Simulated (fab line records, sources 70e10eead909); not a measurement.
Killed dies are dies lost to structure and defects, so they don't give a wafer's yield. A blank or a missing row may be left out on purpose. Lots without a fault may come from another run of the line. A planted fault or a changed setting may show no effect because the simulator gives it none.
fab line records | flow nand_harc
record lots=24 wafers=72 last_day=34
route steps=1302 shown A_M1@1185 A_BONDPAD@1202 HYBRID_BOND@1237
lots that met no fault: from a run of the same line without faults
start_h: hours from the record's first day to the start of the lot's first wafer shown | wait_h: hours since the lot's step before | " the same as in the row above | L1.1+2: a row that stands for several wafers | - no value, or no start given | * or withheld: withheld | < > ~ a bound
route shown NAME@n: a module of which the file shows steps, and the number in the route of the first | usual: mean/standard deviation of fault-free wafers | same: alike in all rows | chamber/n: place in a boat | sites: the reading at each site | _std_site: their standard deviation | _edge_site: outer sites' mean less inner sites' | radius_mm: how far each site lies from the wafer's centre | mask NAME#n: copy n | behind: the tool/chamber that last shaped the wafer | hold: why the lot was held/for how many hours/how that ended | device: the transistor (n, p or np) that didn't switch | end of line: the same wafers' tests at the end of the route | a step without rows: its recipe alone | killed: dies lost to structure and defects at the first sort, not the wafer's yield | map: a wafer's dies, x killed, . not, _ none there
set.NAME: the setting as run; set.NAME@STEP: as run at that earlier step | model.NAME: the simulator's own value behind a step, which no gauge read
steps of the route over a sample of lots; a table a step, a row a wafer
services: from which hour (start_h, from the record's first day; less than 0 if before it) a tool's chamber was out of use, for how many hours, and why
## steps
# step NHARC_A_M1_CD_MEAS_16
# usual cd_nm=120.3/0.79
# columns lot.wafer tool chamber start_h wait_h cd_nm
L075.1 cd_sem-03 - 530.63 - 121.2
L075.2 " - " " 121.0
L075.6 " - " " 121.0
L077.1 cd_sem-03 - 540.12 - 121.1
L077.2 " - " " 121.4
L077.3 " - " " 120.3
L076.3 cd_sem-02 - 546.79 - 121.9
L076.4 " - " " 120.7
L076.5 " - " " 119.7
L078.1 cd_sem-02 - 548.51 - 122.1
L078.2 " - " " 119.8
L078.6 " - " " 119.8
L074.3 cd_sem-01 - 549.58 - 120.9
L074.4 " - " " 119.6
L074.5 " - " " 120.9
L081.1 cd_sem-01 - 571.78 - 119.9
L081.2 " - " " 120.1
L081.4 " - " " 120.2
L079.2 cd_sem-03 - 573.67 - 120.9
L079.3 " - " " 119.4
L079.5 " - " " 118.8
L080.2 cd_sem-01 - 575.74 - 120.3
L080.3 " - " " 121.0
L080.4 " - " " 119.9
L083.1 cd_sem-03 - 604.83 0.2 119.7
L083.3 " - " " 118.6
L083.6 " - " " 119.3
L082.1 cd_sem-03 - 608.31 - 119.8
L082.3 " - " " 119.7
L082.5 " - " " 121.2
L085.1 cd_sem-02 - 630.27 - 119.5
L085.2 " - " " 119.4
L085.5 " - " " 119.5
L084.1 cd_sem-01 - 642.04 - 119.7
L084.2 " - " " 119.9
L084.3 " - " " 120.5
L086.2 cd_sem-01 - 646.60 - 120.1
L086.3 " - " " 121.1
L086.5 " - " " 120.8
L087.2 cd_sem-02 - 671.11 - 121.2
L087.5 " - " " 120.0
L087.6 " - " " 120.6
L090.3 cd_sem-01 - 673.07 - 119.3
L090.5 " - " " 121.5
L090.6 " - " " 120.3
L088.2 cd_sem-03 - 675.57 - 122.1
L088.3 " - " " 119.4
L088.5 " - " " 121.3
L089.1 cd_sem-01 - 677.50 - 120.0
L089.2 " - " " 120.4
L089.3 " - " " 120.0
L091.1 cd_sem-02 - 682.93 - 120.1
L091.3 " - " " 120.9
L091.4 " - " " 120.9
L092.1 cd_sem-01 - 713.18 - 119.5
L092.3 " - " " 119.6
L092.4 " - " " 119.9
L093.2 cd_sem-02 - 722.66 - 120.2
L093.4 " - " " 118.3
L093.5 " - " " 120.1
L095.1 cd_sem-03 - 744.92 - 119.8
L095.3 " - " " 119.0
L095.5 " - " " 119.1
L096.1 cd_sem-02 - 747.15 - 121.3
L096.3 " - " " 121.2
L096.4 " - " " 119.9
L094.1 cd_sem-02 - 750.60 - 120.5
L094.3 " - " " 120.0
L094.4 " - " " 120.1
L097.3 cd_sem-02 - 765.52 - 122.0
L097.4 " - " " 121.7
L097.6 " - " " 120.3
# step NHARC_A_M1_DEGAS_29
# recipe temp_c=250 time_s=60
# usual heater_power_w=329/30 susceptor_temp_C=249.98/0.19
# columns lot.wafer tool chamber start_h wait_h heater_power_w susceptor_temp_C
L075.2 pvd_sputter-01 - 531.35 - 301 250.08
L075.1 " - " " 355 249.79
L075.6 " - " " 351 250.26
L077.1 pvd_sputter-02 - 540.84 - 292 249.88
L077.3 " - " " 357 249.93
L077.2 " - " " 341 250.16
L076.3 pvd_sputter-02 - 547.50 - 293 250.07
L076.4 " - " " 349 249.98
L076.5 " - " " 290 249.80
L078.2 pvd_sputter-02 - 549.22 - 343 -
L078.1 " - " " 356 -
L078.6 " - " " 344 -
L074.4 pvd_sputter-02 - 550.28 - 346 250.08
L074.3 " - " " 288 250.50
L074.5 " - " " 341 249.95
L081.4 pvd_sputter-02 - 572.49 - 290 250.01
L081.1 " - " " 357 249.82
L081.2 " - " " 347 249.74
L079.3 pvd_sputter-02 - 574.45 - 345 250.10
L079.2 " - " " 353 249.90
L079.5 " - " " 338 250.26
L080.2 pvd_sputter-01 - 576.52 - 355 250.39
L080.3 " - " " 357 250.00
L080.4 " - " " 307 249.94
L083.1 pvd_sputter-01 - 605.55 - 373 249.92
L083.3 " - " " 306 250.09
L083.6 " - " " 364 250.22
L082.3 pvd_sputter-03 - 609.09 - 291 249.60
L082.1 " - " " 309 249.79
L082.5 " - " " 284 249.77
L085.1 pvd_sputter-01 - 630.99 - 297 250.08
L085.2 " - " " 312 250.17
L085.5 " - " " 372 250.00
L084.3 pvd_sputter-01 - 642.75 - 312 249.92
L084.1 " - " " 375 250.05
L084.2 " - " " 297 250.16
L086.2 pvd_sputter-03 - 654.72 - 313 249.89
L086.3 " - " " 282 249.57
L086.5 " - " " 314 249.87
L087.2 pvd_sputter-03 - 671.83 - 310 -
L087.6 " - " " 296 -
L087.5 " - " " 320 -
L090.3 pvd_sputter-03 - 673.82 - 291 249.82
L090.5 " - " " 287 249.87
L090.6 " - " " 324 250.13
L088.3 pvd_sputter-02 - 676.28 - 297 -
L088.2 " - " " 356 -
L088.5 " - " " 355 -
L089.3 pvd_sputter-02 - 678.21 - 295 249.81
L089.1 " - " " 365 250.19
L089.2 " - " " 347 249.77
L091.1 pvd_sputter-03 - 683.65 - 321 249.98
L091.4 " - " " 303 249.67
L091.3 " - " " 289 249.65
L092.1 pvd_sputter-02 - 713.96 - 351 249.94
L092.3 " - " " 303 250.02
L092.4 " - " " 344 249.80
L093.2 pvd_sputter-02 - 723.38 - 302 250.18
L093.4 " - " " 361 249.71
L093.5 " - " " 295 250.18
L095.1 pvd_sputter-01 - 745.64 - 303 250.06
L095.3 " - " " 313 249.67
L095.5 " - " " 360 250.05
L096.3 pvd_sputter-02 - 747.86 - 343 249.98
L096.4 " - " " 298 250.03
L096.1 " - " " 350 250.30
L094.1 pvd_sputter-01 - 751.32 - 368 249.87
L094.4 " - " " 298 249.92
L094.3 " - " " 307 250.12
L097.4 pvd_sputter-02 - 766.22 - 367 249.93
L097.3 " - " " 303 249.94
L097.6 " - " " 366 249.91
# step NHARC_A_BONDPAD_DEP_00
# recipe target_thk_a=2500 temp_c=370 target_thk_nm=250 pressure_torr=3 flow_sccm=200 rf_w=450 material=SiCN
# usual heater_power_w=596/79 showerhead_vpp_V=1348/72 susceptor_temp_C=370.01/0.22
# columns lot.wafer tool chamber start_h wait_h heater_power_w showerhead_vpp_V susceptor_temp_C
L075.2 pecvd-04 2 533.59 - 571 1378 370.20
L075.1 " 1 " " 636 1268 369.96
L075.6 " 0 " " 494 1297 369.92
L077.2 pecvd-01 2 - - 704 1190 370.25
L077.3 " 0 " " 571 1413 369.89
L077.1 " 1 " " 539 1409 370.11
L076.3 pecvd-04 1 549.76 - 678 1253 370.24
L076.5 " 1 " " 552 1264 369.90
L076.4 " 2 " " 566 1384 369.89
L078.2 pecvd-02 2 551.57 - 745 1417 370.38
L078.1 " 0 " " 683 1404 370.07
L078.6 " 2 " " 747 1418 370.01
L074.3 pecvd-02 2 - - 706 1440 370.30
L074.5 " 1 " " 579 1419 369.88
L074.4 " 2 " " 722 1428 370.30
L081.2 pecvd-04 1 574.78 - 644 1283 370.11
L081.1 " 0 " " 448 1298 370.13
L081.4 " 0 " " 449 1308 370.16
L079.3 pecvd-04 0 576.75 - 478 1303 369.82
L079.2 " 1 " " 661 1261 370.18
L079.5 " 2 " " 594 1401 369.86
L080.2 pecvd-04 2 578.81 - 573 1400 369.88
L080.3 " 1 " " 652 1283 369.74
L080.4 " 2 " " 582 1403 370.28
L083.1 pecvd-01 1 607.94 - 531 1370 369.97
L083.3 " 2 " " 669 1183 370.44
L083.6 " 0 " " 586 1419 370.38
L082.1 pecvd-02 1 611.42 - 537 1407 369.71
L082.3 " 2 " " 610 1383 370.11
L082.5 " 0 " " 755 1421 369.90
L085.1 pecvd-02 1 633.27 - 568 1393 370.39
L085.2 " 2 " " 683 1426 370.15
L085.5 " 0 " " 723 1397 369.91
L084.3 pecvd-04 2 645.00 - 510 1412 370.18
L084.1 " 0 " " 459 1289 369.96
L084.2 " 1 " " 603 1288 370.08
L086.3 pecvd-01 0 657.00 - 665 1432 370.33
L086.2 " 2 " " 704 1173 370.33
L086.5 " 0 " " 702 1385 369.95
L087.2 pecvd-02 0 674.20 - 750 1378 369.86
L087.5 " 2 " " 653 1428 370.05
L087.6 " 0 " " 755 1385 370.00
L090.3 pecvd-02 2 - - 628 1421 369.64
L090.6 " 0 " " 688 1384 369.66
L090.5 " 1 " " 554 1423 369.72
L088.2 pecvd-04 0 678.53 - 470 1300 369.60
L088.3 " 2 " " 493 1436 370.29
L088.5 " 0 " " 477 1316 369.82
L089.2 pecvd-04 0 680.48 - 526 1319 370.14
L089.3 " 1 " " 664 1260 370.14
L089.1 " 2 " " 593 1405 369.90
L091.1 pecvd-04 1 685.95 - 568 1275 370.22
L091.3 " 2 " " 559 1400 370.05
L091.4 " 0 " " 481 1302 369.72
L092.1 pecvd-04 1 716.23 - 573 1270 370.07
L092.3 " 2 " " 612 1373 369.91
L092.4 " 2 " " 606 1386 369.65
L093.2 pecvd-04 2 725.74 - 611 1407 369.84
L093.4 " 1 " " 681 1252 369.61
L093.5 " 0 " " 539 1308 369.91
L095.3 pecvd-04 0 747.97 - 515 1324 369.87
L095.1 " 1 " " 553 1269 369.82
L095.5 " 0 " " 534 1274 370.03
L096.3 pecvd-01 2 750.16 - 611 1169 370.63
L096.1 " 1 " " 560 1397 369.84
L096.4 " 1 " " 573 1368 370.07
L094.1 pecvd-04 1 753.96 - 581 1265 369.90
L094.3 " 0 " " 564 1312 369.85
L094.4 " 2 " " 565 1390 369.81
L097.3 pecvd-02 1 - - 556 1386 369.84
L097.6 " 1 " " 580 1370 369.42
L097.4 " 0 " " 640 1425 369.61
# step NHARC_A_BONDPAD_ANNEAL_28
# recipe temp_c=225 time_s=90
# usual wafer_temp_C_max=225.93/0.23
# columns lot.wafer tool chamber start_h wait_h wafer_temp_C_max
L075.1 rtp_anneal-02 0 536.70 0.3 226.13
L075.2 " 0 " " 226.09
L075.6 " 0 " " 225.85
L077.1 rtp_anneal-01 0 546.24 0.3 225.89
L077.2 " 0 " " 225.81
L077.3 " 0 " " 225.92
L076.3 rtp_anneal-02 0 552.88 - 225.83
L076.4 " 0 " " 226.36
L076.5 " 0 " " 225.91
L078.1 rtp_anneal-01 0 554.57 - 225.97
L078.2 " 0 " " 225.84
L078.6 " 0 " " 226.09
L074.3 rtp_anneal-01 0 555.64 0.3 225.89
L074.4 " 0 " " 226.00
L074.5 " 0 " " 225.87
L081.1 rtp_anneal-01 0 577.75 - 225.77
L081.2 " 0 " " 225.99
L081.4 " 0 " " 225.70
L079.2 rtp_anneal-02 0 579.88 0.3 226.06
L079.3 " 0 " " 226.25
L079.5 " 0 " " 225.81
L080.2 rtp_anneal-02 0 582.01 0.3 226.01
L080.3 " 0 " " 226.21
L080.4 " 0 " " 226.01
L083.1 rtp_anneal-01 0 611.01 0.3 225.51
L083.3 " 0 " " 225.72
L083.6 " 0 " " 226.06
L082.1 rtp_anneal-02 0 614.35 0.3 226.34
L082.3 " 0 " " 226.17
L082.5 " 0 " " 226.26
L085.1 rtp_anneal-02 0 636.44 - 225.62
L085.2 " 0 " " 226.11
L085.5 " 0 " " 226.07
L084.1 rtp_anneal-02 0 655.44 - 226.03
L084.2 " 0 " " 226.25
L084.3 " 0 " " 226.50
L086.2 rtp_anneal-01 0 660.08 0.3 225.64
L086.3 " 0 " " 225.82
L086.5 " 0 " " 225.68
L087.2 rtp_anneal-01 0 677.40 0.4 225.50
L087.5 " 0 " " 225.61
L087.6 " 0 " " 225.51
L090.3 rtp_anneal-02 0 679.37 - 225.85
L090.5 " 0 " " 225.90
L090.6 " 0 " " 225.75
L088.2 rtp_anneal-01 0 681.71 0.3 225.80
L088.3 " 0 " " 226.01
L088.5 " 0 " " 226.01
L089.1 rtp_anneal-01 0 683.54 - 226.00
L089.2 " 0 " " 226.13
L089.3 " 0 " " 225.67
L091.1 rtp_anneal-02 0 689.30 0.3 226.20
L091.3 " 0 " " 226.20
L091.4 " 0 " " 226.15
L092.1 rtp_anneal-02 0 719.37 - 226.19
L092.3 " 0 " " 226.18
L092.4 " 0 " " 225.85
L093.2 rtp_anneal-01 0 728.78 - 226.33
L093.4 " 0 " " 225.75
L093.5 " 0 " " 225.84
L095.1 rtp_anneal-01 0 751.09 - 225.72
L095.3 " 0 " " 225.73
L095.5 " 0 " " 225.98
L096.1 rtp_anneal-01 0 753.29 - 226.13
L096.3 " 0 " " 226.06
L096.4 " 0 " " 225.73
L094.1 rtp_anneal-01 0 757.07 0.3 225.98
L094.3 " 0 " " 226.13
L094.4 " 0 " " 225.91
L097.3 rtp_anneal-01 0 771.71 - 225.84
L097.4 " 0 " " 225.78
L097.6 " 0 " " 225.68
# step NHARC_A_BONDPAD_INSPECT_23
# usual raw_defect_count=525/120
# columns lot.wafer tool chamber start_h wait_h raw_defect_count
L075.1 defect_inspect-02 - 537.58 0.0 640
L075.2 " - " " 686
L075.6 " - " " 663
L077.1 defect_inspect-02 - 547.10 0.0 396
L077.2 " - " " 375
L077.3 " - " " 329
L076.3 defect_inspect-01 - 553.65 0.0 405
L076.4 " - " " 403
L076.5 " - " " 431
L078.1 defect_inspect-01 - 555.46 0.0 519
L078.2 " - " " 462
L078.6 " - " " 514
L074.3 defect_inspect-01 - 556.42 0.0 484
L074.4 " - " " 475
L074.5 " - " " 379
L081.1 defect_inspect-01 - 578.65 0.0 500
L081.2 " - " " 710
L081.4 " - " " 588
L079.2 defect_inspect-02 - 580.74 0.0 498
L079.3 " - " " 364
L079.5 " - " " 379
L080.2 defect_inspect-01 - 582.88 0.0 417
L080.3 " - " " 547
L080.4 " - " " 446
L083.1 defect_inspect-01 - 611.87 0.0 529
L083.3 " - " " 508
L083.6 " - " " 607
L082.1 defect_inspect-01 - 615.25 0.0 456
L082.3 " - " " 465
L082.5 " - " " 525
L085.1 defect_inspect-01 - 637.34 0.0 403
L085.2 " - " " 525
L085.5 " - " " 576
L084.1 defect_inspect-01 - 656.33 0.0 650
L084.2 " - " " 600
L084.3 " - " " 602
L086.2 defect_inspect-01 - 660.91 0.0 503
L086.3 " - " " 624
L086.5 " - " " 678
L087.2 defect_inspect-02 - 678.22 0.0 430
L087.5 " - " " 497
L087.6 " - " " 508
L090.3 defect_inspect-01 - 680.16 0.0 398
L090.5 " - " " 424
L090.6 " - " " 393
L088.2 defect_inspect-02 - 682.55 0.0 776
L088.3 " - " " 574
L088.5 " - " " 520
L089.1 defect_inspect-02 - 684.43 0.0 436
L089.2 " - " " 400
L089.3 " - " " 417
L091.1 defect_inspect-02 - 690.21 0.0 505
L091.3 " - " " 665
L091.4 " - " " 469
L092.1 defect_inspect-01 - 720.24 0.0 608
L092.3 " - " " 794
L092.4 " - " " 510
L093.2 defect_inspect-01 - 729.87 0.0 684
L093.4 " - " " 444
L093.5 " - " " 623
L095.1 defect_inspect-01 - 751.97 0.0 681
L095.3 " - " " 818
L095.5 " - " " 755
L096.1 defect_inspect-01 - 754.49 0.0 492
L096.3 " - " " 482
L096.4 " - " " 458
L094.1 defect_inspect-01 - 757.94 0.0 539
L094.3 " - " " 490
L094.4 " - " " 539
L097.3 defect_inspect-02 - 772.48 0.0 837
L097.4 " - " " 532
L097.6 " - " " 734
# step NHARC_HYBRID_BOND_ACTIVATE_00
# recipe time_s=60 n2_flow_sccm=200 ar_flow_sccm=0 bias_power_w=0 chemistry=N2
# usual drypump_motor_current_A=5.7/0.5 oes_product_au=1.003/0.011 rf_vpp_V=63.9/0.87 showerhead_plenum_p_Torr=1.74/0.077
# same bias_power_w=0
# columns lot.wafer tool chamber start_h wait_h drypump_motor_current_A oes_product_au rf_hours_counter_h rf_vpp_V showerhead_plenum_p_Torr
L075.2 rie_diel-01 3 537.64 0.1 5.4 1.009 14 65.5 1.81
L075.1 " 1 " " 6.5 0.992 13 64.3 1.67
L075.6 " 3 " " 5.3 1.010 - 64.2 1.81
L077.3 rie_diel-01 1 547.16 0.1 6.5 0.992 14 63.6 1.67
L077.1 " 2 " " 5.2 1.001 16 63.8 1.66
L077.2 " 3 " " 5.4 0.999 14 64.2 1.81
L076.3 rie_diel-01 3 553.72 0.1 5.3 1.002 15 63.4 1.81
L076.4 " 1 " " 6.5 0.999 14 63.5 1.67
L076.5 " 2 " " 5.1 1.008 - 62.7 1.66
L078.2 rie_diel-13 1 555.53 0.1 6.6 1.022 9 63.7 1.87
L078.1 " 3 " " 5.9 0.994 6 63.7 1.64
L078.6 " 0 " " 5.6 0.984 - 64.4 1.65
L074.3 rie_diel-05 2 556.48 0.1 5.8 1.001 52 63.2 1.71
L074.4 " 1 " " 6.1 0.972 49 63.4 1.89
L074.5 " 3 " " 6.0 0.993 - 63.2 1.73
L081.1 rie_diel-01 2 578.71 0.1 5.2 1.005 1 64.3 1.66
L081.4 " 3 " " 5.3 0.996 1 63.4 1.80
L081.2 " 0 " " 5.6 1.011 1 64.4 1.76
L079.2 rie_diel-01 0 580.80 0.1 5.6 1.035 1 63.3 1.76
L079.3 " 3 " " 5.3 0.996 2 65.6 1.81
L079.5 " 0 " " 5.6 1.021 - 64.0 1.76
L080.3 rie_diel-01 0 582.94 0.1 5.6 1.025 1 63.4 1.76
L080.4 " 1 " " 6.5 1.001 2 63.4 1.67
L080.2 " 3 " " 5.3 0.989 2 65.1 1.81
L083.1 rie_diel-13 2 611.95 0.1 5.7 0.986 30 64.0 1.87
L083.3 " 0 " " 5.6 0.975 28 63.4 1.64
L083.6 " 2 " " 5.7 0.997 - 65.1 1.87
L082.3 rie_diel-01 0 615.31 0.1 5.6 1.017 5 64.4 1.75
L082.1 " 2 " " 5.1 0.998 4 63.7 1.66
L082.5 " 3 " " 5.3 0.987 - 64.6 1.80
L085.1 rie_diel-01 2 637.40 0.1 5.1 1.011 6 62.9 1.66
L085.2 " 1 " " 6.5 1.009 6 62.9 1.67
L085.5 " 2 " " 5.1 1.014 - 63.2 1.66
L084.3 rie_diel-01 1 656.39 0.1 6.5 1.008 7 63.7 1.67
L084.2 " 3 " " 5.3 0.992 8 63.2 1.80
L084.1 " 0 " " 5.7 1.004 8 64.2 1.75
L086.3 rie_diel-01 0 660.98 0.1 5.6 1.012 9 63.3 1.75
L086.2 " 2 " " 5.1 1.007 8 63.1 1.66
L086.5 " 3 " " 5.3 0.982 - 64.7 1.80
L087.2 rie_diel-01 3 678.32 0.1 5.3 0.986 11 63.8 1.80
L087.6 " 0 " " 5.6 1.014 - 64.3 1.75
L087.5 " 1 " " 6.5 1.004 - 64.6 1.67
L090.3 rie_diel-01 0 680.22 0.1 5.7 1.009 11 65.0 1.75
L090.6 " 0 " " 5.6 1.014 - 64.2 1.75
L090.5 " 1 " " 6.5 1.011 - 63.3 1.67
L088.2 rie_diel-05 2 682.61 0.1 5.8 0.999 17 65.4 1.70
L088.3 " 1 " " 6.1 0.993 15 66.0 1.88
L088.5 " 3 " " 6.0 1.015 - 64.1 1.73
L089.1 rie_diel-01 2 684.49 0.1 5.1 1.008 10 64.7 1.66
L089.2 " 0 " " 5.7 1.008 11 62.7 1.75
L089.3 " 1 " " 6.5 1.006 10 62.4 1.67
L091.1 rie_diel-01 1 690.27 0.1 6.5 1.005 10 63.6 1.67
L091.3 " 3 " " 5.3 0.989 11 64.1 1.80
L091.4 " 3 " " 5.3 1.002 - 65.2 1.80
L092.3 rie_diel-01 2 720.30 0.1 5.1 1.009 12 63.6 1.66
L092.4 " 3 " " 5.3 0.986 13 63.5 1.80
L092.1 " 1 " " 6.5 0.996 13 63.3 1.67
L093.4 rie_diel-01 1 729.94 0.1 6.5 0.990 14 63.9 1.67
L093.2 " 2 " " 5.2 1.004 14 63.2 1.66
L093.5 " 1 " " 6.5 1.005 - 64.3 1.67
L095.1 rie_diel-13 1 752.03 0.1 6.6 1.004 18 64.3 1.85
L095.3 " 0 " " 5.6 0.990 15 63.9 1.63
L095.5 " 1 " " 6.6 1.009 - 63.7 1.85
L096.4 rie_diel-01 0 754.55 0.1 5.6 1.023 1 63.7 1.75
L096.1 " 2 " " 5.2 1.003 1 64.4 1.66
L096.3 " 3 " " 5.3 1.009 1 64.1 1.80
L094.1 rie_diel-13 0 758.01 0.1 5.6 0.992 17 63.6 1.63
L094.4 " 1 " " 6.6 1.004 19 63.7 1.85
L094.3 " 2 " " 5.7 0.983 18 62.6 1.86
L097.4 rie_diel-01 1 772.57 0.1 6.5 0.996 2 65.3 1.67
L097.3 " 2 " " 5.1 1.006 3 63.7 1.66
L097.6 " 0 " " 5.6 1.009 - 63.8 1.75
## services
# columns tool chamber start_h hours kind
pvd_sputter-02 - 514.62 1.0 repair
rie_diel-01 1 520.40 1.4 repair
pecvd-04 - 532.95 0.4 repair
pecvd-02 0 533.29 13.3 repair
pecvd-02 2 533.41 11.7 repair
pvd_sputter-01 - 542.62 1.9 repair
rie_diel-01 - 557.84 9.0 pm
pvd_sputter-02 - 561.26 4.8 repair
pvd_sputter-01 - 582.04 10.0 pm
pecvd-02 - 589.02 13.0 pm
pecvd-04 - 591.71 3.6 repair
pecvd-04 1 597.62 15.7 repair
pecvd-04 - 598.20 2.5 repair
rie_diel-01 1 610.30 6.6 repair
pecvd-04 2 627.26 4.0 repair
pecvd-04 - 631.28 13.0 pm
pvd_sputter-02 - 638.12 10.0 pm
rie_diel-01 2 689.45 3.2 repair
pecvd-02 2 718.50 9.9 repair
rie_diel-01 - 734.84 9.0 pm
rtp_anneal-02 - 744.09 12.0 pm
pvd_sputter-01 - 760.04 10.0 pm
rie_diel-01 0 766.05 3.3 repair
pecvd-02 - 770.05 13.0 pm
## key
fault none
